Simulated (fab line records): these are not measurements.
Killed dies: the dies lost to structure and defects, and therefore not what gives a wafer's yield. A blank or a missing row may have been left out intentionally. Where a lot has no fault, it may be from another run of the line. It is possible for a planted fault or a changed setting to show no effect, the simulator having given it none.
fab line records -- flow n5Finfet
[record] lots = 3, wafers = 9, lastDay = 18
route steps=1938 shown BEOL_M8@1389 BEOL_M9@1401
lots with no fault: from the same line, run without faults
startH: hours from the record's first day to the start of the lot's first wafer shown -- waitH: hours since the lot's step before -- " identical to the entry in the row above -- L1.1+2: several wafers, shown together as one row -- - no value, or no start was given -- * or withheld: withheld -- < > ~ a bound
route shown NAME@n: a module of which the file shows steps, and the number in the route of the first -- usual: mean/standard deviation of fault-free wafers -- same: alike in all rows -- chamber/n: place in a boat -- sites: the reading at each site -- _std_site: how widely they spread, as a standard deviation -- _edge_site: mean of outer sites minus mean of inner sites -- radiusMm: for every site, how far away it sits from the centre of the wafer -- mask NAME#n: copy n -- behind: the tool/chamber that last shaped the wafer -- hold: why the lot was held/for how many hours/how that ended -- device: the n, p or np transistor that did not switch -- end of line: the tests these same wafers got at the end of their route -- for a step that has no rows: nothing shown but its recipe -- killed: not the wafer's yield, but the dies lost to structure and defects at the first sort -- map: a wafer's dies, marking killed ones x, the rest . and places with no die _
set.NAME: the setting as run; set.NAME@STEP: as run at that earlier step -- model.NAME: the simulator's own value behind a step, which no gauge read
lots seen at some steps along the route; tables by step, rows by wafer
services: the hour from which a tool's chamber was out of use, counted from the record's first day as startH (under 0 if before that day), plus the number of hours and why
[[steps]]
[step N5_BEOL_M8_ALD_77]
[recipe] material = TaN, targetThkA = 20, tempC = 275, aldPrecursorFamily = PDMAT, aldCoReactant = NH3, pressureTorr = 3, carrierFlowSccm = 1500, pulseTimeS = 2, purgeTimeS = 3, coReactantPurgeTimeS = 2, coReactantPulseTimeS = 3, aldCycles = 40, precursorVesselTempC = 75, precursorVesselPressureTorr = 26.25, precursorVesselCarrierSccm = 1000
[step N5_BEOL_M8_SURFACE_TREAT_79]
[recipe] gas = Ar, timeS = *, ionEnergyEv = *, ionCurrentMaCm2 = 0.5, pressureMtorr = *, arFlowSccm = 30
[step N5_BEOL_M8_CVD_78]
[recipe] material = Co, targetThkA = 20, tempC = withheld, precursor = CCTBA/H2, pressureTorr = 30, timeS = 142.3
[step N5_BEOL_M8_SPUTTER_48]
[recipe] material = Cu, targetThkA = 100, tempC = -20, biasV = 60, powerW = 26000, chamberPressurePa = 0.13, timeS = 1.667
[step N5_BEOL_M8_ECD_50]
[recipe] material = Cu, targetThkA = 3000
[step N5_BEOL_M8_ANNEAL_51]
[recipe] tempC = 225, timeS = 90, ambient = N2
[step N5_BEOL_M8_CMP_52]
[recipe] stopOn = SiCOH_lowk, tOverpolishS = 6.9, downForcePsi = 1, platenRpm = 50, clearingPlatenDownForcePsi = 1.5, clearingPlatenRpm = 50, postCmpClean = cuAlkaline, targetThkNm = 80, clearingPlatenPadVelocityMS = 0.99484, padVelocityMS = 0.99484
[step N5_BEOL_M8_PRE_CLEAN_55]
[recipe] gas = NH3, timeS = 15, tempC = withheld, rfPowerW = 300
[step N5_BEOL_M8_DEP_56]
[recipe] material = SiCN, targetThkA = 100, tempC = withheld, precursor = 3MS/NH3, pressureTorr = 3, rfW = 202, timeS = 17.5
[step N5_BEOL_M9_ILD_DEP_00]
[recipe] material = SiCOH_lowk, targetThkA = 3085.1, tempC = 300, precursor = DEMS/porogen, pressureTorr = 5, rfW = 500, timeS = 58
[usual] heaterPowerW = 293/45, rfFwdPowerW = 496.7/1.9, runLengthS = 100.9/0.55, showerheadPlenumPTorr = 5.739/0.019, showerheadVppV = 1439/67, throttleValvePct = 13.5/0.64
lot.wafer,tool,chamber,startH,waitH,heaterPowerW,rfFwdPowerW,runLengthS,showerheadPlenumPTorr,showerheadVppV,throttleValvePct,model.SiCOH_lowk_of_BEOL_M9_ILD_DEP_00.thkNm
L809.2,pecvd-02,1,218.03,0.0,196,493.8,100.9,5.728,1407,14.1,302.2
L809.4,pecvd-02,2,218.03,0.0,265,497.8,101.1,5.767,1304,12.6,311.4
L809.6,pecvd-02,1,218.03,0.0,206,492.9,101.2,5.719,1414,13.8,309.6
L814.4,pecvd-02,1,257.35,0.1,240,494.1,100.5,5.716,1416,14.0,310.8
L814.5,pecvd-02,2,257.35,0.1,328,497.4,101.1,5.726,1315,12.5,315
L814.6,pecvd-02,0,257.35,0.1,213,496.0,109.0,5.726,1504,14.6,355.8
L828.1,pecvd-02,2,369.71,0.0,335,496.5,101.6,5.769,1310,12.8,308.6
L828.2,pecvd-02,0,369.71,0.0,275,501.4,100.4,5.727,1511,14.5,306.8
L828.6,pecvd-02,1,369.71,0.0,229,495.7,100.8,5.729,1407,13.7,315
[step N5_BEOL_M9_CURE_71]
[recipe] tempC = 385, timeS = 240, ambient = He/Ar, material = SiCOH_lowk
[step N5_BEOL_M9_THK_MEAS_01]
[recipe] reads = SiCOH_lowk_of_BEOL_M9_ILD_DEP_00
[usual] M9_ILD_THK = 267/3.9
lot.wafer,tool,chamber,startH,waitH,M9_ILD_THK[nm]
L809.2,filmMetro-01,-,218.62,0.4,262
L809.4,filmMetro-01,-,218.62,0.4,271
L809.6,filmMetro-01,-,218.62,0.4,269
L814.4,filmMetro-01,-,257.91,0.2,270
L814.5,filmMetro-01,-,257.91,0.2,274
L814.6,filmMetro-01,-,257.91,0.2,310
L828.1,filmMetro-01,-,370.30,0.4,268
L828.2,filmMetro-01,-,370.30,0.4,266
L828.6,filmMetro-01,-,370.30,0.4,274
[step N5_BEOL_M9_PECVD_70]
[recipe] material = SiO2, targetThkA = 200, tempC = 400, precursor = TEOS/O2, pressureTorr = 5.5, rfW = 450, teosFlowSccm = 53.8, gas = O2, flowSccm = 3000, timeS = 22.7
[step N5_BEOL_M9_HM_DEP_02]
[recipe] material = TiN, targetThkA = 200, tempC = 25, chamberPressurePa = 0.49996
[step N5_BEOL_M9_COAT_59]
[recipe] resist = SOC, tempC = 250, timeS = 60, spinRpm = 1500, resistThkNm = 100
[step N5_BEOL_M9_COAT_60]
[recipe] resist = SiARC, tempC = 220, timeS = 60, spinRpm = 1500, resistThkNm = 30
[step N5_BEOL_M9_COAT_05]
[recipe] resist = CAR-ArF, spinRpm = 1500, resistThkNm = 90
[step N5_BEOL_M9_EBR_07]
[recipe] solvent = PGMEA, ebrWidthMm = 1.5
[step N5_BEOL_M9_SOFTBAKE_06]
[recipe] tempC = 110, timeS = 60, resist = CAR-ArF
[step N5_BEOL_M9_EXPOSE_08]
[recipe] maskId = M9, na = 1.35, sourceShape = dipole, sigmaInner = 0.411, sigmaOuter = 0.611, polarization = te, doseMj = 53.75
[step N5_BEOL_M9_PEB_09]
[recipe] pebTempC = withheld, pebTimeS = 60, resist = CAR-ArF
[step N5_BEOL_M9_DEVELOP_10]
[recipe] developTimeS = 30, developer = TMAH, resist = CAR-ArF, rinseLiquid = diw, dry = airSpin, devTempC = 23
[step N5_BEOL_M9_DESCUM_16]
[recipe] chemistry = O2, timeS = 7.9, sourcePowerW = 50, biasPowerW = 20, pressureMtorr = 20, rfFrequencyHz = 2.712e+07, tempC = 40, resist = CAR-ArF, o2FlowSccm = 225
[step N5_BEOL_M9_ETCH_61]
[recipe] chemistry = CF4, target = SiARC, targetDepthA = 390, maskMaterial = CAR-ArF, timeS = 65, ionEnergyEv = 80, pressureMtorr = 40, sourceW = 545, biasW = 36, Ar_flow_sccm = 100, cf4FlowSccm = 100, ends = cleared
[step N5_BEOL_M9_ETCH_62]
[recipe] chemistry = N2/H2, target = SOC, targetDepthA = 1100, overetchA = 220, maskMaterial = SiARC, tempC = 40, timeS = 165, ionEnergyEv = 200, pressureMtorr = 30, sourceW = 840, biasW = 150, n2FlowSccm = 200, h2FlowSccm = 200
[step N5_BEOL_M9_STRIP_68]
[recipe] chemistry = N2/H2, tempC = 40, n2FlowSccm = 200, h2FlowSccm = 200, rfFrequencyHz = 6e+07
[step N5_BEOL_M9_STRIP_67]
[recipe] chemistry = CF4, resist = SiARC, powerW = 300, biasPowerW = 75, pressureMtorr = 50, cf4FlowSccm = 150, rfFrequencyHz = 6e+07
[step N5_BEOL_M9_HM_OPEN_17]
[recipe] chemistry = Cl2/BCl3, targetDepthA = 200, overetchA = 60, target = TiN, maskMaterial = SOC, ionEnergyEv = 150, pressureMtorr = 10, icpW = 1000, biasW = 126, Cl2_flow_sccm = 53.25, bcl3FlowSccm = 21.75, Ar_flow_sccm = 25
[step N5_BEOL_M9_STRIP_19]
[recipe] chemistry = O2, powerW = 400, tempC = 40, pressureMtorr = 30, rfFrequencyHz = 6e+07, biasPowerW = 0, overashFraction = 0.2, o2FlowSccm = 225
[step N5_BEOL_M9_COAT_63]
[recipe] resist = SOC, tempC = 250, timeS = 60, spinRpm = 1500, resistThkNm = 60
[step N5_BEOL_M9_COAT_64]
[recipe] resist = SiARC, tempC = 220, timeS = 60, spinRpm = 1500, resistThkNm = 12
[step N5_BEOL_M9_COAT_75]
[recipe] resist = underlayer, tempC = 205, timeS = 60, spinRpm = 1500, resistThkNm = 5
[step N5_BEOL_M9_COAT_22]
[recipe] resist = CAR-EUV, spinRpm = 1500, resistThkNm = 30
[step N5_BEOL_M9_EBR_24]
[recipe] solvent = PGMEA, ebrWidthMm = 1.5
[step N5_BEOL_M9_SOFTBAKE_23]
[recipe] tempC = 110, timeS = 60, resist = CAR-EUV
[step N5_BEOL_M9_CMP_52]
[recipe] stopOn = SiCOH_lowk, tOverpolishS = 7, downForcePsi = 1, platenRpm = 50, clearingPlatenDownForcePsi = 1.5, clearingPlatenRpm = 50, postCmpClean = cuAlkaline, targetThkNm = 140, clearingPlatenPadVelocityMS = 0.99484, padVelocityMS = 0.99484
[usual] headPressurePsi = 1.0001/0.0019, motorCurrentA = 6.0/0.54, padLifeWafers = 1404/710, retainingRingPressureFrac = 0.999/0.0052
lot.wafer,tool,chamber,startH,waitH,headPressurePsi,motorCurrentA,padLifeWafers,retainingRingPressureFrac,model.SiCOH_lowk_of_BEOL_M9_ILD_DEP_00.thkNm
L809.2,cmp-04,2,227.87,0.2,0.9986,5.4,1566,1.001,259.4
L809.4,cmp-04,0,227.87,0.2,0.9984,6.1,1568,0.999,267.4
L809.6,cmp-04,2,227.87,0.2,0.9998,6.0,-,0.996,266
L814.4,cmp-01,0,264.91,0.2,1.0021,6.1,1760,1.003,267
L814.6,cmp-01,2,264.91,0.2,1.0017,5.6,-,1.009,306.8
L814.5,cmp-01,3,264.91,0.2,1.0001,6.1,-,1.005,270.6
L828.1,cmp-04,3,375.62,0.3,1.0033,5.4,409,0.991,265
L828.2,cmp-04,0,375.62,0.3,0.9990,6.1,410,0.994,263.4
L828.6,cmp-04,3,375.62,0.3,1.0055,5.4,-,0.990,270.8
[[services]]
tool,chamber,startH,hours,kind
pecvd-02,0,199.26,5.5,scheduledDown
cmp-01,-,208.40,13.1,pm
cmp-01,-,228.56,6.6,pm
cmp-01,-,263.20,0.5,repair
pecvd-02,2,268.35,5.5,scheduledDown
cmp-01,-,295.25,2.0,repair
cmp-01,-,306.26,4.0,pm
cmp-04,-,306.53,4.0,pm
cmp-01,-,310.26,-,consumableReplace:conditioner
cmp-01,-,310.26,-,consumableReplace:pad
cmp-04,-,310.53,-,consumableReplace:conditioner
cmp-04,-,310.53,-,consumableReplace:pad
cmp-04,-,312.89,5.5,repair
cmp-04,-,355.56,2.0,repair
cmp-04,-,359.65,3.6,pm
[[key]]
[firstSign] step = N5_BEOL_M9_ILD_DEP_00, reading = runLengthS, direction = up, sigmas = 15, usual = *, struck = *
[effect] step = N5_BEOL_M9_THK_MEAS_01, reading = M9_ILD_THK, direction = up, sigmas = 11, usual = 267, struck = 310
[modelEffect] step = N5_BEOL_M9_ILD_DEP_00, value = SiCOH_lowk_of_BEOL_M9_ILD_DEP_00.thkNm, without = 309.8, struck = 355.8
[modelEffect] step = N5_BEOL_M9_CMP_52, value = SiCOH_lowk_of_BEOL_M9_ILD_DEP_00.thkNm, without = 266, struck = 306.8
metAt N5_BEOL_M9_ILD_DEP_00
struckWafers L814.6
[fault] kind = processParameterDrift, tool = pecvd-02, chamber = 0, onsetH = 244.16, steps = N5_BEOL_M9_ILD_DEP_00, channel = timeS, offset = *, shape = step, endH = 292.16, actsIn = *, stated = *
